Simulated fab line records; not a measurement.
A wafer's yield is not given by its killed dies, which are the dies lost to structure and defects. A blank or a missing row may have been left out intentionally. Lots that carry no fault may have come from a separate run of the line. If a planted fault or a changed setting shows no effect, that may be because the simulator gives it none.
Lot-split experiment -- flow n5Finfet -- 7 lots, 21 wafers read, on a route of 1938 steps

== THE SPLIT ==
At N5_BEOL_M2_DESCUM_33 (chemistry O2, time 7 s), the setting timeS was moved away from the recipe's 7 s on 9 of the 21 wafers read, by -19.5% to +11.7%. For the rest of the wafers, this setting stayed at what the recipe calls for.

== FROM THE SPLIT TO THE READING: what the file shows between them, 3 steps ==
- N5_BEOL_M2_ETCH_77: etches underlayer in N2/H2, target depth 6.5 nm, time 5.2 s
- N5_BEOL_M2_ETCH_69: etches SiARC in CF4, target depth 15.6 nm, time 26 s
- N5_BEOL_M2_ALD_98: deposits SiO2, target thk 2.5 nm, pulse time 1 s, co reactant pulse time 1 s

== THE READING ==
CAR-EUV_of_BEOL_M2_COAT_22.thkNm (the simulator's own value, which no gauge read), in nm, at N5_BEOL_M2_ETCHBACK_99 (etches SiO2 in CHF3, target depth 5 nm, time 10.4 s). No usual value for it is given in the file. Average 10.6 nm, standard deviation 0.075 nm, over the 12 wafers here run with the recipe.

wafer,"tool, chamber at the split","timeS as run, s",against the recipe,"CAR-EUV_of_BEOL_M2_COAT_22.thkNm, nm",against lot-mates on the recipe
L079.4,"rieDiel-06, 3,1,2",6.178,-11.7%,10.8,no lot-mate on the recipe
L079.5,"rieDiel-06, 3,1,2",6.178,-11.7%,10.8,no lot-mate on the recipe
L079.6,"rieDiel-06, 3,1,2",6.178,-11.7%,10.8,no lot-mate on the recipe
L089.1,"rieDiel-03, 2",7.675,+9.6%,10.2,-0.4
L089.2,"rieDiel-03, 0,1",7,recipe,10.6,-
L089.3,"rieDiel-03, 0,1",7,recipe,10.6,-
L090.1,"rieDiel-02, 2",7.816,+11.7%,10,-0.6
L090.2,"rieDiel-02, 3",7.816,+11.7%,10,-0.6
L090.3,"rieDiel-02, 0",7,recipe,10.6,-
L092.1,"rieDiel-06, 0",5.632,-19.5%,11.2,+0.6
L092.2,"rieDiel-06, 2,1",7,recipe,10.6,-
L092.4,"rieDiel-06, 2,1",7,recipe,10.6,-
L093.3,"rieDiel-03, 2,0",7,recipe,10.4,-
L093.5,"rieDiel-03, 1",7.582,+8.3%,10.4,-0.1
L093.6,"rieDiel-03, 2,0",7,recipe,10.6,-
L091.2,"rieDiel-02, 2",7,recipe,10.4,-
L091.4,"rieDiel-02, 3,1",7,recipe,10.6,-
L091.6,"rieDiel-02, 3,1",7,recipe,10.6,-
L095.2,"rieDiel-03, 2",6.139,-12.3%,10.8,+0.2
L095.3,"rieDiel-03, 3,1",7,recipe,10.6,-
L095.4,"rieDiel-03, 3,1",7,recipe,10.6,-
Rows listing several chambers each stand for several wafers; the file does not say which wafer went through which chamber.

FIT RESULTS
A straight line over all 21 wafers: CAR-EUV_of_BEOL_M2_COAT_22.thkNm changes by -0.0309 nm for each +1% of timeS; r = -0.93; the points scatter about the line by 0.1 nm.
The same after taking each lot's own level away (the mean of its wafers on the recipe; 18 wafers): -0.0337 nm for each +1%; r = -0.92; scatter 0.11 nm.
That fit puts the effect of the largest move of timeS on the reading at 0.66 nm.
Across the lots, their own levels run from 10.50 to 10.60 nm, a range of 1.3 times the standard deviation given above.
Consequently the slope shifts little with the lot-to-lot level, the two slopes agreeing.
Check: +0.649 nm against its lot-mates is what the line predicts for one of the wafers moved furthest among these (-19.5%) when that wafer is left out of the fit. It came out at +0.6 nm against them.

== OTHER SPLITS APPLIED TO THESE WAFERS ==
Before the reading, these wafers also passed through other splits. Each is held against what the fit with the lots' levels taken away leaves over:
other split on the same wafers,wafers away from the commonest value,r with CAR-EUV_of_BEOL_M2_COAT_22.thkNm (lot level and that fit taken away)
N5_BEOL_M0_SAQP_ETCH_88 sourceW,7,+0.08
N5_BEOL_M1_COAT_73 spinRpm,5,-0.09
N5_BEOL_M1_EXPOSE_08 doseMj,8,-0.03
N5_BEOL_M2_EXPOSE_25 doseMj,8,-0.53

== THE WHOLE CHAIN: every reading that the file lists as answering this split, in the file's order ==
step,what it does,reading,change (the file's fit),r (the file's)
N5_BEOL_M2_DESCUM_33,"chemistry O2, time 7 s","CAR-EUV_of_BEOL_M2_COAT_22.thkNm (the simulator's own value, which no gauge read)",-0.0337 nm for each +1% of the setting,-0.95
N5_BEOL_M2_ETCH_77,"etches underlayer in N2/H2, target depth 6.5 nm, time 5.2 s","CAR-EUV_of_BEOL_M2_COAT_22.thkNm (the simulator's own value, which no gauge read)",-0.0296 nm for each +1% of the setting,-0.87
N5_BEOL_M2_ETCHBACK_99,"etches SiO2 in CHF3, target depth 5 nm, time 10.4 s","CAR-EUV_of_BEOL_M2_COAT_22.thkNm (the simulator's own value, which no gauge read)",-0.0311 nm for each +1% of the setting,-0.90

== FILE'S OWN FIT ==
CAR-EUV_of_BEOL_M2_COAT_22.thkNm changes by -0.0311 nm for each +1% of timeS, r = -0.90.
